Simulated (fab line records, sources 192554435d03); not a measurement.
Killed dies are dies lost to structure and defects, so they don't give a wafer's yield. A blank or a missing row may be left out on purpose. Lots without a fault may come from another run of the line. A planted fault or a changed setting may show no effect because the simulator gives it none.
A struck lot beside a sound one | flow n5_finfet | 15 steps out of a route of 1938
Sound: wafers L884.1, L884.4, L884.5. Struck: wafer L889.6. (L889.2, L889.3 of the same lot were not struck and are left out.) The cause comes at the end.
At each step with rows: each side's tool, then ch and its chambers, then its first start. Under that, the readings that differ: sound wafers | struck wafers | difference of the means | sigmas: that difference in standard deviations of wafers without a fault.
alike: readings whose means differ by less than 2 such deviations, and words and numbers that are the same on both sides. not compared: withheld readings, readings that some wafer has no value for, bounds like >300 that may hide the same value, and numbers for which the record gives no deviation and whose values overlap.
The two part at a step that has a row with sigmas, a row that says differs or no value, or rows on one side only. Numbers that don't overlap but have no deviation are shown without sigmas and don't part them. A reading that every wafer of one side lacks parts them only if that side has two wafers or more.

N5_BEOL_M9_OCD_MEAS_38:
  sound on ocd-01, day 11 15:00; struck on ocd-02, day 13 17:11
  alike: trench_depth_nm
then, 4 steps without rows for these wafers: N5_BEOL_M9_HM_STRIP_39 (strips TiN in peroxide tin strip, target depth 25 nm, time 158 s); N5_BEOL_M9_SRD_40 (time 30 s); N5_BEOL_M9_PRECLEAN_42 (cleans in residue remover, time 60 s); N5_BEOL_M9_SRD_43 (time 30 s).
N5_BEOL_M9_CD_MEAS_35: target cd 70 nm, target cd y 40 nm.
  sound on cd_sem-01, day 11 15:10; struck on cd_sem-01, day 13 17:21
  alike: cd_nm
N5_BEOL_M9_CURE_72: cures SiCOH lowk, time 120 s.
  sound on uv_cure-02 ch 1, day 11 15:12; struck on uv_cure-03 ch 0, day 13 17:26
  alike: lamp_power_pct, wafer_temp_C_max
N5_BEOL_M9_DEGAS_44: time 60 s.
  sound on pvd_sputter-02, day 11 16:41; struck on pvd_sputter-03, day 13 18:04
  alike: heater_power_w
N5_BEOL_M9_PRE_CLEAN_45: time 30 s.
  sound on pvd_sputter-02, day 11 16:44; struck on pvd_sputter-03, day 13 18:06
  alike: heater_power_w
N5_BEOL_M9_ALD_74: deposits TaN, target thk 2 nm, pulse time 2 s, purge time 3 s.
  sound on ald_metal-03 ch 0,1,3, day 11 16:47; struck on ald_metal-01 ch 3, day 13 18:11
  alike: heater_power_w, mfc_carrier_sccm, precursor_vessel_carrier_sccm
N5_BEOL_M9_SURFACE_TREAT_79:
  sound on pvd_sputter-01, day 11 17:05; struck on pvd_sputter-01, day 13 18:28
  not compared: throttle_valve_pct
then, 1 step without rows for these wafers: N5_BEOL_M9_CVD_78 (deposits Co from CCTBA/H2, target thk 2 nm, time 138.9 s).
N5_BEOL_M9_SPUTTER_48: material Cu, target thk 12 nm, time 2 s.
  sound on pvd_sputter-01, day 11 17:18; struck on pvd_sputter-01, day 13 18:45
  reading                | sound             | struck | difference | sigmas
  cathode_dc_power_W (W) | 26003 26000 26006 | 30586  | +4583      | +99 or more
  alike: throttle_valve_pct
then, 1 step without rows for these wafers: N5_BEOL_M9_ECD_50 (material Cu, target thk 318 nm).
-- the record jumps here: 3 days lie between the struck wafers' starts before and after (it left off in module BEOL_M9 and takes up again in module PASSIVATION, whose first step shown is number 1936 of the route) --
N5_PASSIVATION_PROBE_49:
  the record has rows for the struck wafers here (prober-01, day 16 09:42) and none for the sound ones

WHERE THEY PART
First at N5_BEOL_M9_SPUTTER_48; last, within this record, at N5_PASSIVATION_PROBE_49.

WHY: what the simulator had put in
Process parameter drift: pvd_sputter-01, from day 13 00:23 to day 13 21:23, at N5_BEOL_M9_SPUTTER_48. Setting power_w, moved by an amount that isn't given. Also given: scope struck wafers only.
